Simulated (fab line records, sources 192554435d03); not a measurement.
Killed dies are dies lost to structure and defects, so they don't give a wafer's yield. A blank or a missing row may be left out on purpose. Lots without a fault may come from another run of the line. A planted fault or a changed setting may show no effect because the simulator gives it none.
Chamber matching | flow n5_finfet | N5_BEOL_M2_ALD_98 on ald_sin-04: 4 sister chambers
The step deposits SiO2, target thk 2.5 nm, pulse time 1 s, co reactant pulse time 1 s. 15 wafers are shown with their chamber, then 7 later ones without.

WAFERS WITH THEIR CHAMBER
wafer  | chamber | heater_power_w (W) | precursor_pulse_height_rel
L443.2 | 0       | 83                 | 1.000
L443.5 | 0       | 81                 | 1.023
L448.1 | 1       | 79                 | 1.024
L448.3 | 0       | 86                 | 1.007
L450.1 | 0       | 83                 | 0.980
L450.5 | 1       | 79                 | 0.979
L450.6 | 2       | 64                 | 0.993
L452.2 | 3       | 77                 | 1.012
L452.3 | 0       | 85                 | 0.986
L452.4 | 1       | 78                 | 0.990
L454.1 | 1       | 79                 | 1.011
L454.3 | 0       | 84                 | 1.023
L454.4 | 2       | 65                 | 0.961
L455.1 | 0       | 85                 | 1.000
L455.3 | 1       | 77                 | 0.994

SIGNATURES (means of the wafers above)
reading                    | chamber 0 | chamber 1 | chamber 2 | chamber 3 | scatter within a chamber
heater_power_w             | 83.86     | 78.40     | 64.50     | 77.00     | 1.37
precursor_pulse_height_rel | 1.00271   | 0.99960   | 0.97700   | 1.01200   | 0.0177
Rule: a wafer's distance from a chamber is the root of the sum, over the readings, of the square of ((its reading less the chamber's mean) divided by the reading's scatter). The wafer belongs to the nearest chamber; if the next one is less than 2 further off, it can't be placed. The scatter: the root of (the sum of the squares of (reading less its chamber's mean) over the shown wafers, divided by (wafers less chambers)).

WAFERS WITHOUT THEIR CHAMBER
wafer  | heater_power_w (W) | precursor_pulse_height_rel
L455.5 | 77                 | 0.986
L457.1 | 78                 | 0.990
L457.2 | 66                 | 1.049
L457.5 | 79                 | 1.015
L459.1 | 64                 | 1.033
L459.2 | 78                 | 1.018
L459.3 | 84                 | 1.017

WHICH CHAMBER EACH WENT THROUGH
wafer  | from the rows above     | in truth
L455.5 | can't be placed: 1 or 3 | 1
L457.1 | can't be placed: 1 or 3 | 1
L457.2 | 2                       | 2
L457.5 | can't be placed: 1 or 3 | 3
L459.1 | 2                       | 2
L459.2 | can't be placed: 3 or 1 | 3
L459.3 | 0                       | 0
Placed correctly: 3 of 7. Can't be placed from these rows: 4 (the true chamber is among the candidates in 4). Placed wrongly: 0.
